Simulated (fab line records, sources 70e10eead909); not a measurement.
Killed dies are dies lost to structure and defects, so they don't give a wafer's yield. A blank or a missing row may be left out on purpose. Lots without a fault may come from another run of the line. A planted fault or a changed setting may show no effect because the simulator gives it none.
Which tool did it? | flow nand_harc | 13 lots, 39 wafers sampled, at 5 steps of a route of 1302

WHAT THE GAUGES READ, wafer by wafer
NHARC_END_SORT_01.
lot  | measured     | on        | killed_at_array | killed_at_other | killed_at_periphery | killed_dies | killed_open | killed_short
L735 | day 29 11:46 | prober-02 | 66 65 672       | 1 1 2           | 3 6 3               | 70 72 677   | 2 6 5       | 4 4 4

WHICH TOOL RAN EACH LOT (tool, then ch and the chambers of the sampled wafers, then the start)
lot  | NHARC_A_SLIT_DEP_00           | NHARC_A_WL_FILL_CVD_03        | NHARC_A_WL_FILL_ETCHBACK_26      | NHARC_A_WL_FILL_CVD_20
L723 | acl_dep-02 ch 0, day 19 18:53 | cvd_w-02 ch 0,1, day 20 13:40 | rie_si-03 ch 1,3, day 21 11:52   | cvd_w-02 ch 0,1, no start
L724 | acl_dep-02 ch 0, day 20 04:49 | cvd_w-02 ch 1, day 20 21:53   | rie_si-01 ch 0,1,3, day 21 14:07 | cvd_w-01 ch 0,1, no start
L725 | acl_dep-03 ch 0, day 20 21:17 | cvd_w-02 ch 0,1, day 21 15:21 | rie_si-03 ch 1,2,3, day 22 07:28 | cvd_w-01 ch 0,1, no start
L726 | acl_dep-01 ch 0, day 20 21:30 | cvd_w-01 ch 0,1, day 21 15:28 | rie_si-05 ch 2,3, day 22 07:29   | cvd_w-02 ch 0,1, no start
L728 | acl_dep-01 ch 0, day 21 08:31 | cvd_w-02 ch 0,1, day 22 03:37 | rie_si-03 ch 2,3, day 22 21:16   | cvd_w-02 ch 0, no start
L727 | acl_dep-02 ch 0, day 21 08:51 | cvd_w-01 ch 1, day 22 03:32   | rie_si-01 ch 0,1,2, day 22 21:17 | cvd_w-01 ch 0,1, no start
L729 | acl_dep-02 ch 0, day 22 16:57 | cvd_w-01 ch 0,1, day 23 11:33 | rie_si-05 ch 0,2,3, day 24 03:34 | cvd_w-02 ch 0,1, no start
L730 | acl_dep-03 ch 0, day 22 17:45 | cvd_w-02 ch 0,1, day 23 11:30 | rie_si-03 ch 1,2,3, day 24 03:34 | cvd_w-02 ch 0,1, no start
L735 | acl_dep-01 ch 0, day 24 16:01 | cvd_w-02 ch 0,1, day 25 09:33 | rie_si-05 ch 0,2,3, day 26 04:05 | cvd_w-02 ch 0,1, day 29 11:46 or earlier
L743 | acl_dep-02 ch 0, day 27 16:04 | cvd_w-02 ch 0,1, day 28 10:30 | rie_si-03 ch 0,1,3, day 29 04:17 | cvd_w-01 ch 0,1, no start
L744 | acl_dep-03 ch 0, day 28 09:29 | cvd_w-01 ch 0,1, day 29 07:22 | rie_si-05 ch 0,2,3, day 29 23:28 | cvd_w-02 ch 0,1, no start
L746 | acl_dep-01 ch 0, day 28 23:19 | cvd_w-02 ch 0,1, day 29 18:04 | rie_si-05 ch 1,2,3, day 30 11:27 | cvd_w-02 ch 0,1, no start
L745 | acl_dep-02 ch 0, day 29 00:36 | cvd_w-01 ch 1, day 29 17:54   | rie_si-01 ch 0,1,2, day 30 11:26 | cvd_w-01 ch 0,1, no start
- NHARC_A_SLIT_DEP_00: deposits aC, target thk 6200 nm.
- NHARC_A_WL_FILL_CVD_03: deposits W, target thk 40 nm, time 279 s.
- NHARC_A_WL_FILL_ETCHBACK_26: etches the open film in HBr, target depth 52 nm, time 13.3 s.
- NHARC_A_WL_FILL_CVD_20: deposits W, target thk 100 nm, time 74 s.

WHAT THE TOOLS THEMSELVES READ (means of the sampled wafers that have a number; where no wafer has one, the mark that the record gives instead)
NHARC_A_SLIT_DEP_00.
lot  | tool       | throttle_valve_pct (%)
L723 | acl_dep-02 | 34.993
L724 | acl_dep-02 | 35.005
L725 | acl_dep-03 | 34.997
L726 | acl_dep-01 | 35.000
L728 | acl_dep-01 | 35.003
L727 | acl_dep-02 | 35.002
L729 | acl_dep-02 | 35.006
L730 | acl_dep-03 | 34.996
L735 | acl_dep-01 | 34.983
L743 | acl_dep-02 | 35.001
L744 | acl_dep-03 | 35.000
L746 | acl_dep-01 | 34.997
L745 | acl_dep-02 | 34.995

NHARC_A_WL_FILL_CVD_03.
lot  | tool     | heater_power_w (W) | throttle_valve_pct (%)
L723 | cvd_w-02 | 414                | 7.6
L724 | cvd_w-02 | 415                | 7.6
L725 | cvd_w-02 | 413                | 7.7
L726 | cvd_w-01 | 440                | 8.0
L728 | cvd_w-02 | 420                | 7.4
L727 | cvd_w-01 | 458                | 8.2
L729 | cvd_w-01 | 446                | 8.1
L730 | cvd_w-02 | 412                | 7.6
L735 | cvd_w-02 | 416                | 7.9
L743 | cvd_w-02 | 442                | 7.7
L744 | cvd_w-01 | 445                | 8.3
L746 | cvd_w-02 | 434                | 7.6
L745 | cvd_w-01 | 447                | 8.2

NHARC_A_WL_FILL_ETCHBACK_26.
lot  | tool      | drypump_motor_current_A (A) | oes_product_au (a.u.) | run_length_s (s) | throttle_valve_pct (%)
L723 | rie_si-03 | 5.6                         | 0.995                 | 34.73            | 23.272
L724 | rie_si-01 | 5.8                         | 0.994                 | 34.46            | 23.265
L725 | rie_si-03 | 5.6                         | 1.000                 | 34.60            | 23.265
L726 | rie_si-05 | 6.0                         | 1.000                 | 34.51            | 23.270
L728 | rie_si-03 | 5.8                         | 1.005                 | 34.55            | 23.261
L727 | rie_si-01 | 5.6                         | 0.997                 | 34.41            | 23.264
L729 | rie_si-05 | 6.0                         | 1.002                 | 34.51            | 23.261
L730 | rie_si-03 | 5.6                         | 0.997                 | 34.68            | 23.256
L735 | rie_si-05 | 6.0                         | 1.006                 | 32.07            | 23.258
L743 | rie_si-03 | 5.8                         | 0.994                 | 34.70            | 23.264
L744 | rie_si-05 | 6.0                         | 0.999                 | 34.72            | 23.262
L746 | rie_si-05 | 5.8                         | 1.010                 | 34.39            | 23.268
L745 | rie_si-01 | 5.5                         | 0.991                 | 34.38            | 23.262

NHARC_A_WL_FILL_CVD_20.
lot  | tool     | heater_power_w (W) | throttle_valve_pct (%)
L723 | cvd_w-02 | 732                | 7.7
L724 | cvd_w-01 | 803                | 8.0
L725 | cvd_w-01 | 797                | 8.2
L726 | cvd_w-02 | 752                | 7.7
L728 | cvd_w-02 | 734                | 7.6
L727 | cvd_w-01 | 800                | 8.3
L729 | cvd_w-02 | 733                | 7.7
L730 | cvd_w-02 | 736                | 7.7
L735 | cvd_w-02 | 741                | 7.8
L743 | cvd_w-01 | 787                | 8.2
L744 | cvd_w-02 | 789                | 7.6
L746 | cvd_w-02 | 762                | 7.7
L745 | cvd_w-01 | 796                | 8.2

THE ANSWER, worked out from the rows above alone
Rule: what is usual is taken from the lots themselves. Put in order of their means at a reading, lots are off if they are a third of the lots or fewer, leave a main group of 4 or more, and stand apart from it by a gap of 3 or more times the standard deviation of the main group's means; of several such gaps the widest counts. A main group whose means are all the same, to the digits that the tables above print for the reading, isn't used. A lot without any number at a reading at which 4 lots or more have one is off too. The other lots that the step has rows for count as sound. The gauges are gone through in route order, then the tools' own readings, and for those a lot's mean is taken as printed above. The first step at which some lot is off is used, and at that step the reading that is off furthest; a lot without a number counts as furthest.
Off: L735, at NHARC_A_WL_FILL_ETCHBACK_26 (run_length_s). The main group: mean 34.55 s, standard deviation 0.13.
A tool fits if, at that step or a process step before it, it ran every lot that is off, and no sound lot after the first of them. None of those tried fits.

WHAT THE SIMULATOR HAD PUT IN
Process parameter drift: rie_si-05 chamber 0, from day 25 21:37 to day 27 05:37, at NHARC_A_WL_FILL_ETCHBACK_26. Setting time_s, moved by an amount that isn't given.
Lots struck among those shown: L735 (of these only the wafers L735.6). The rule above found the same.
